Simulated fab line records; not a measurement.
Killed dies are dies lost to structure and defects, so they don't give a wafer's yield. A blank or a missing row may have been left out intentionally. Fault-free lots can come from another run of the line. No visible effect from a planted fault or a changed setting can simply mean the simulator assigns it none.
Chamber matching | flow nand harc | cmp-03 running NHARC_A_BONDPAD_CMP_29: 4 sister chambers
The step polishes SiCN, target thk 200 nm. 8 wafers are shown with their chamber, then 10 later ones without.

## EACH WAFER AND ITS CHAMBER
wafer  | chamber | motor current A (A) | retaining ring pressure frac
L082.2 | 1       | 13.2                | 1.003
L083.5 | 2       | 10.9                | 0.999
L085.4 | 2       | 10.5                | 0.998
L087.4 | 3       | 10.0                | 0.998
L087.5 | 0       | 14.0                | 0.994
L087.6 | 1       | 13.2                | 0.998
L089.3 | 0       | 13.2                | 1.000
L089.5 | 3       | 10.5                | 0.992

## WAFERS WHOSE CHAMBER IS MISSING
wafer  | motor current A (A) | retaining ring pressure frac
L089.6 | 11.1                | 1.000
L088.1 | 13.6                | 1.002
L088.3 | 11.4                | 1.003
L088.4 | 10.9                | 0.991
L090.1 | 10.6                | 0.989
L090.3 | 10.8                | 0.998
L090.5 | 10.7                | 0.996
L095.1 | 11.2                | 1.002
L095.2 | 12.8                | 1.000
L095.5 | 11.1                | 1.000

## WHICH CHAMBER EACH ONE RAN IN
wafer  | from the rows above     | in truth
L089.6 | can't be placed: 2 or 3 | 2
L088.1 | can't be placed: 1 or 0 | 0
L088.3 | can't be placed: 2 or 3 | 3
L088.4 | can't be placed: 3 or 2 | 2
L090.1 | can't be placed: 3 or 2 | 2
L090.3 | can't be placed: 2 or 3 | 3
L090.5 | can't be placed: 2 or 3 | 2
L095.1 | can't be placed: 2 or 3 | 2
L095.2 | can't be placed: 1 or 0 | 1
L095.5 | can't be placed: 2 or 3 | 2
Placed correctly: 0 of 10. Unplaceable from these rows: 10, with the true chamber sitting among the candidates in 10. Number placed wrongly: 0.
How it was worked out, from the rows above alone: a wafer's distance from a chamber is the root of the sum, over the readings, of the square of ((its reading less the chamber's mean) divided by the reading's scatter). If the next closest chamber is less than 2 further off than the closest, the wafer can't be placed; otherwise it belongs to the closest. Each chamber's mean is taken over the wafers shown for it. The scatter: take each reading less its chamber's mean, square it, sum over the shown wafers, divide by the number of wafers less the number of chambers, and take the root.
